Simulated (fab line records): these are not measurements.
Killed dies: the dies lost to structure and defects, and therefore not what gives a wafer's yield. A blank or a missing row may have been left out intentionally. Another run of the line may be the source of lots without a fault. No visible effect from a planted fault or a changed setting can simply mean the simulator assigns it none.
Code-filled problem report in 8D (eight disciplines) form | flow nand_harc | the parts of the form that need people (team, actions taken, sign-off) are left out

== 1. THE ISSUE ==
At NHARC_END_SORT_01, killed_at_array averages 532 over 6 wafers from 2 lots, while fault-free wafers read 52, standard deviation 17. Relative to the usual mean, that is a shift of +28 standard deviations.
The first sign was on wafer L783.1 at day 30 19:19, on prober-02. At this step, 6 wafers from 2 lots have a number in the record. Rule for "out" (also "out of limits"): further than 4 standard deviations from the usual mean. Any other wafer with a number is counted as sound.

== 2. WHAT IT IS; WHAT IT IS NOT ==
question                    | is                           | is not
which readings at this step | killed_at_array, killed_dies | killed_at_other, killed_at_periphery, killed_open, killed_short
which lots                  | L782, L783                   | -
which wafers of those lots  | all that have a number       | -
read on which gauges        | prober-01, prober-02         | -
when                        | from day 30 19:19            | up to then (0 sound wafers)

== 3. WHAT RULES OUT EACH SUSPECT ==
Counting: a tool stays on the suspect list if, at a process step up to the reading, it processed all lots that are out and no sound lot following the first of them.
- ruled out: the gauge at NHARC_END_SORT_01. 2 gauges (prober-01, prober-02) read the wafers that are out.
- lpcvd-01 at NHARC_A_STAIRCASE_CVD_552 (deposits SiNx, target thk 40 nm): kept. It ran every lot that is out, first L783 (day 24 01:02), and no sound lot after that.
After counting, what remains is lpcvd-01 at NHARC_A_STAIRCASE_CVD_552.

== 4. THE CAUSE (what the simulator had put in) ==
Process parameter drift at NHARC_A_STAIRCASE_CVD_552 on lpcvd-01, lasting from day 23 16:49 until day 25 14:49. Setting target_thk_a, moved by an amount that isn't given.
Only this tool survived the counting.

== 5. THE EFFECT CHAIN, in route order ==
Each row: a reading whose mean over the struck wafers that have a number lies more than 3 standard deviations from the usual. Only readings for which the record gives a usual standard deviation are gone through. hours: the time from each lot's start at the first step in this table that gives one to its start at this step, as a median over the lots. sigmas: the change in usual standard deviations.
hours | step              | reading         | usual | on struck wafers | change | sigmas
0     | NHARC_END_SORT_01 | killed_at_array | 52    | 532              | +480   | +28
0     | NHARC_END_SORT_01 | killed_dies     | 58    | 537              | +479   | +28

== 6. WHAT WOULD HAVE CAUGHT IT SOONER ==
In this record the first reading out of limits at a measuring or inspecting step was taken at day 30 19:19, 170 hours after the fault began at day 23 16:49.
Each of the lots that are out, 2 in all, had begun NHARC_A_STAIRCASE_CVD_552 on lpcvd-01 no later than day 30 19:19. Had the tool been put on hold then, not one of them would have been saved.
